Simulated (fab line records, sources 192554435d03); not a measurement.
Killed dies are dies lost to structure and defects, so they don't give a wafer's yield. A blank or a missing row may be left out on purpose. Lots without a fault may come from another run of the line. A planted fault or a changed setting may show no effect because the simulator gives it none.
A struck lot beside a sound one | flow n5_finfet | 16 steps out of a route of 1938
Sound: wafers L660.1, L660.5, L660.6. Struck: wafers L664.1, L664.2, L664.4. The cause comes at the end.
At each step with rows: each side's tool, then ch and its chambers, then its first start. Under that, the readings that differ: sound wafers | struck wafers | difference of the means | sigmas: that difference in standard deviations of wafers without a fault.
alike: readings whose means differ by less than 2 such deviations, and words and numbers that are the same on both sides. not compared: withheld readings, readings that some wafer has no value for, bounds like >300 that may hide the same value, and numbers for which the record gives no deviation and whose values overlap.
The two part at a step that has a row with sigmas, a row that says differs or no value, or rows on one side only. Numbers that don't overlap but have no deviation are shown without sigmas and don't part them. A reading that every wafer of one side lacks parts them only if that side has two wafers or more.

first, 1 step without rows for these wafers: N5_BEOL_M1_SPUTTER_48 (material Cu, target thk 4.5 nm, time 8.29 s).
N5_BEOL_M1_ANNEAL_49: time 240 s.
  sound on pvd_sputter-02, day 9 08:19; struck on pvd_sputter-01, day 9 20:34
  alike: heater_power_w
then, 2 steps without rows for these wafers: N5_BEOL_M1_SPUTTER_79 (material Cu, target thk 4.5 nm, time 8.29 s); N5_BEOL_M1_ANNEAL_80 (time 240 s).
N5_BEOL_M1_SPUTTER_81: material Cu, target thk 4.5 nm, time 8.29 s.
  sound on pvd_sputter-02, day 9 08:40; struck on pvd_sputter-01, day 9 20:55
  alike: chamber_pressure_pa, chuck_gas_flow_sccm, substrate_temp_c, throttle_valve_pct
then, 1 step without rows for these wafers: N5_BEOL_M1_ANNEAL_82 (time 240 s).
N5_BEOL_M1_SPUTTER_86: material Cu, target thk 4.5 nm, time 8.29 s.
  sound on pvd_sputter-02, day 9 08:53; struck on pvd_sputter-01, day 9 21:08
  alike: chamber_pressure_pa, chuck_gas_flow_sccm, substrate_temp_c, throttle_valve_pct
then, 1 step without rows for these wafers: N5_BEOL_M1_ANNEAL_87 (time 240 s).
N5_BEOL_M1_SPUTTER_88: material Cu, target thk 4.5 nm, time 8.29 s.
  sound on pvd_sputter-02, day 9 09:07; struck on pvd_sputter-01, day 9 21:22
  alike: chamber_pressure_pa, chuck_gas_flow_sccm, substrate_temp_c, throttle_valve_pct
then, 2 steps without rows for these wafers: N5_BEOL_M1_ANNEAL_89 (time 240 s); N5_BEOL_M1_SPUTTER_90 (material Cu, target thk 4.5 nm, time 8.29 s).
N5_BEOL_M1_ANNEAL_91: time 240 s.
  sound on pvd_sputter-02, day 9 09:25; struck on pvd_sputter-01, day 9 21:40
  alike: heater_power_w
N5_BEOL_M1_SPUTTER_92: material Cu, target thk 4.5 nm, time 8.29 s.
  sound on pvd_sputter-02, day 9 09:33; struck on pvd_sputter-01, day 9 21:48
  no value came back on the struck wafers for chamber_pressure_pa (Pa), chuck_gas_flow_sccm (sccm), substrate_temp_c (C), throttle_valve_pct (%); on the sound wafers chamber_pressure_pa (Pa) reads 0.06981 0.06995 0.07018
then, 1 step without rows for these wafers: N5_BEOL_M1_ANNEAL_93 (time 240 s).
N5_BEOL_M4_RC_MEAS_101:
  sound on prober-01 ch 0, day 10 20:20; struck on prober-01 ch 0, day 11 14:37
  alike: DIBL_N, DIBL_P, IOFF_N, IOFF_P, ION_N, ION_P, SS_N, SS_P, VT_N, VT_P
-- the record jumps here: 4 days lie between the struck wafers' starts before and after (it left off in module BEOL_M4 and takes up again in module PASSIVATION, whose first step shown is number 1936 of the route) --
N5_PASSIVATION_PROBE_49:
  the record has rows for the struck wafers here (prober-02, day 16 00:13) and none for the sound ones

WHERE THEY PART
First at N5_BEOL_M1_SPUTTER_92; last, within this record, at N5_PASSIVATION_PROBE_49.

WHY: what the simulator had put in
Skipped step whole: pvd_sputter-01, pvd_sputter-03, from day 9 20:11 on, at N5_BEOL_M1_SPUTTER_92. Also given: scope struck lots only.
